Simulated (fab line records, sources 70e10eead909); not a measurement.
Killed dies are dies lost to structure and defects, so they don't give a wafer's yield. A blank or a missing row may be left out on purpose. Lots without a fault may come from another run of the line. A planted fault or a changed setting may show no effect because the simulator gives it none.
Chamber matching | flow nand_harc | NHARC_A_M0_STRIP_18 on rie_diel-08: 4 sister chambers
The step strips in N2/H2. 16 wafers are shown with their chamber, then 8 later ones without.

WAFERS WITH THEIR CHAMBER
wafer  | chamber | showerhead_plenum_p_Torr (Torr) | rf_vpp_V (V) | oes_product_au (a.u.)
L074.2 | 0       | 1.97                            | 92.2         | 0.993
L074.5 | 0       | 1.97                            | 89.5         | 0.992
L074.6 | 3       | 2.07                            | 90.7         | 1.028
L075.3 | 3       | 2.07                            | 91.0         | 1.025
L075.4 | 0       | 1.97                            | 90.5         | 0.990
L075.6 | 1       | 2.01                            | 90.7         | 0.995
L082.1 | 0       | 1.97                            | 90.0         | 0.988
L082.4 | 1       | 2.00                            | 90.8         | 0.991
L082.6 | 0       | 1.97                            | 90.9         | 0.987
L086.1 | 2       | 2.14                            | 91.8         | 1.009
L086.3 | 3       | 2.07                            | 91.5         | 0.994
L086.4 | 0       | 1.97                            | 90.5         | 0.995
L088.1 | 0       | 1.97                            | 90.6         | 1.016
L088.2 | 2       | 2.14                            | 92.0         | 1.001
L088.5 | 3       | 2.07                            | 89.9         | 1.007
L090.1 | 0       | 1.97                            | 91.1         | 0.992

SIGNATURES (means of the wafers above)
reading                  | chamber 0 | chamber 1 | chamber 2 | chamber 3 | scatter within a chamber
showerhead_plenum_p_Torr | 1.9700    | 2.0050    | 2.1400    | 2.0700    | 0.00204
rf_vpp_V                 | 90.662    | 90.750    | 91.900    | 90.775    | 0.697
oes_product_au           | 0.99413   | 0.99300   | 1.00500   | 1.01350   | 0.0108
Rule: a wafer's distance from a chamber is the root of the sum, over the readings, of the square of ((its reading less the chamber's mean) divided by the reading's scatter). The wafer belongs to the nearest chamber; if the next one is less than 2 further off, it can't be placed. The scatter: the root of (the sum of the squares of (reading less its chamber's mean) over the shown wafers, divided by (wafers less chambers)).

WAFERS WITHOUT THEIR CHAMBER
wafer  | showerhead_plenum_p_Torr (Torr) | rf_vpp_V (V) | oes_product_au (a.u.)
L090.4 | 2.00                            | 89.8         | 0.989
L090.5 | 2.14                            | 91.2         | 1.002
L094.4 | 1.97                            | 89.3         | 0.983
L094.5 | 2.00                            | 91.9         | 0.991
L094.6 | 1.97                            | 89.2         | 0.986
L095.2 | 2.00                            | 91.4         | 0.985
L095.3 | 1.97                            | 90.4         | 0.985
L095.6 | 1.97                            | 90.1         | 0.978

WHICH CHAMBER EACH WENT THROUGH
wafer  | from the rows above | in truth
L090.4 | 1                   | 1
L090.5 | 2                   | 2
L094.4 | 0                   | 0
L094.5 | 1                   | 1
L094.6 | 0                   | 0
L095.2 | 1                   | 1
L095.3 | 0                   | 0
L095.6 | 0                   | 0
Placed correctly: 8 of 8. Can't be placed from these rows: 0. Placed wrongly: 0.
